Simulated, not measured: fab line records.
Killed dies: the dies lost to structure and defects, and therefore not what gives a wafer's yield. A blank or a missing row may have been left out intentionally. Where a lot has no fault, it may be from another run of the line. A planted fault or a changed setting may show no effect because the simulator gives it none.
Matching of chambers | flow n5-finfet | ald-metal-02 running N5_HKMG_FIN_ALD_79: 4 sister chambers
The step deposits TiN, target thk 1.5 nm, pulse time 1 s, purge time 3 s. 4 wafers are shown with their chamber, then 9 later ones without.

## WAFERS WITH THEIR CHAMBER
wafer  | chamber | heater-power-w (W)
L079.2 | 2       | 800
L083.1 | 0       | 834
L083.2 | 3       | 822
L083.5 | 1       | 976

## WAFERS WITHOUT THEIR CHAMBER
wafer  | heater-power-w (W)
L087.1 | 825
L087.2 | 962
L087.3 | 808
L092.1 | 811
L092.2 | 946
L092.3 | 802
L095.1 | 955
L095.3 | 817
L095.6 | 992

## CHAMBER TAKEN BY EACH
wafer  | from the rows above          | in truth
L087.1 | can't be placed: 3 or 0 or 2 | 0
L087.2 | 1                            | 1
L087.3 | can't be placed: 2 or 3 or 0 | 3
L092.1 | can't be placed: 2 or 3 or 0 | 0
L092.2 | 1                            | 1
L092.3 | can't be placed: 2 or 3      | 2
L095.1 | 1                            | 1
L095.3 | can't be placed: 3 or 0 or 2 | 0
L095.6 | 1                            | 1
4 of 9 placed correctly. Unplaceable from these rows: 5, with the true chamber sitting among the candidates in 5. Number placed wrongly: 0.
How it was worked out, from the rows above alone: a wafer's distance from a chamber is the root of the sum, over the readings, of the square of ((its reading less the chamber's mean) divided by the reading's scatter). The wafer belongs to the nearest chamber; if the next one is less than 2 further off, it can't be placed. Each chamber's mean is taken over the wafers shown for it. The scatter: with one shown wafer a chamber, the root of the mean of the squares of how far each hidden wafer lies from its nearest shown one.
